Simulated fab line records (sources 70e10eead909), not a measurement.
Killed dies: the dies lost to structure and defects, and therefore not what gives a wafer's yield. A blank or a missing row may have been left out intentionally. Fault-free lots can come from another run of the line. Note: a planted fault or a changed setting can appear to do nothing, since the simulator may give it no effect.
A lot that was struck, set against a sound lot	flow nand_harc	15 out of 1302 route steps
Sound: these wafers, L151.1, L151.4, L151.5. Struck: wafers L164.1, L164.3. (L164.4 of the same lot was not struck and is left out.) The cause comes at the end.
Order at every step that has rows: each side's tool, ch and its chambers, its first start. Under that, the readings that differ: sound wafers	struck wafers	difference of the means	sigmas: that difference in standard deviations of wafers without a fault.
alike: readings whose means differ by less than 2 such deviations, and words and numbers that are the same on both sides. not compared: withheld readings, readings that some wafer has no value for, bounds like >300 that may hide the same value, and numbers for which the record gives no deviation and whose values overlap.
Wherever a step has rows on one side only, a row that says differs or no value, or a row with sigmas, the two part there. Numbers that don't overlap but have no deviation are shown without sigmas and don't part them. A reading that every wafer of one side lacks parts them only if that side has two wafers or more.

first, 8 steps without rows for these wafers: NHARC_A_CHANNEL_HOLE_D2_COAT_36 (time 75 s); NHARC_A_CHANNEL_HOLE_D2_COAT_37 (time 65 s); NHARC_A_CHANNEL_HOLE_D2_COAT_04 (resist thk 90 nm); NHARC_A_CHANNEL_HOLE_D2_SOFTBAKE_05 (time 55 s); NHARC_A_CHANNEL_HOLE_D2_EBR_06; NHARC_A_CHANNEL_HOLE_D2_EXPOSE_07 (exposes mask HOLE D2, target cd 100 nm); NHARC_A_CHANNEL_HOLE_D2_PEB_08 (peb time 65 s); NHARC_A_CHANNEL_HOLE_D2_DEVELOP_09 (develop time 35 s).
NHARC_A_CHANNEL_HOLE_D2_CD_MEAS_10 targets a cd of 100 nm.
  sound on cd_sem-02 ch 0, day 16 02:08; struck on cd_sem-01 ch 0, day 22 04:19
  alike: cd_nm
NHARC_A_CHANNEL_HOLE_D2_OVL_MEAS_11:
  sound: overlay-02 at day 16 02:13; struck: overlay-01 at day 22 04:24
  alike: overlay_x_nm, overlay_y_nm
NHARC_A_CHANNEL_HOLE_D2_INSPECT_12:
  sound: defect_inspect-02 at day 16 02:16; struck: defect_inspect-01 at day 22 04:26
  alike: raw_defect_count
NHARC_A_CHANNEL_HOLE_D2_DESCUM_15: chemistry O2, time 3 s.
  sound on rie_diel-13 ch 0,2, day 16 02:19; struck on rie_diel-13 ch 0,1, day 22 04:30
  alike: drypump_motor_current_A, mfc_ar_sccm, oes_product_au, rf_vpp_V, showerhead_plenum_p_Torr, throttle_valve_pct
  not compared: rf_hours_counter_h
NHARC_A_CHANNEL_HOLE_D2_ETCH_38: etches the open film in CF4, target depth 39 nm, time 65 s.
  sound on rie_diel-13 ch 0,1,2, day 16 02:24; struck on rie_diel-13 ch 0,1, day 22 04:36
reading	sound	struck	difference	sigmas
run_length_s (s)	85.8 86.4 86.0	69.2 69.7	-16.6	-36
  alike: drypump_motor_current_A, mfc_ar_sccm, oes_product_au, rf_vpp_V, showerhead_plenum_p_Torr, throttle_valve_pct
  not compared: rf_hours_counter_h
NHARC_A_CHANNEL_HOLE_D2_ETCH_39: etches the open film in N2/H2, target depth 260 nm, time 325 s.
  sound on rie_diel-13 ch 0,2,3; struck on rie_diel-13 ch 1,3
  alike: drypump_motor_current_A, mfc_ar_sccm, oes_product_au, rf_vpp_V, run_length_s, showerhead_plenum_p_Torr, throttle_valve_pct
  not compared: rf_hours_counter_h
-- break in the record here, with 11 days between the starts of the struck wafers on either side (left off in module A_CHANNEL_HOLE_D2, picked up again in module END, where the first step shown is number 1302 on the route) --
NHARC_END_SORT_01:
  the record has rows for the struck wafers here (prober-01 ch 0, day 33 03:19) and none for the sound ones

== WHERE THEY PART ==
First at NHARC_A_CHANNEL_HOLE_D2_ETCH_38; last, within this record, at NHARC_END_SORT_01.

WHY: whatever the simulator had introduced
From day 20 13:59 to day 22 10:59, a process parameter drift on rie_diel-13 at NHARC_A_CHANNEL_HOLE_D2_ETCH_38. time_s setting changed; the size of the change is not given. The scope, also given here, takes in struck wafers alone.
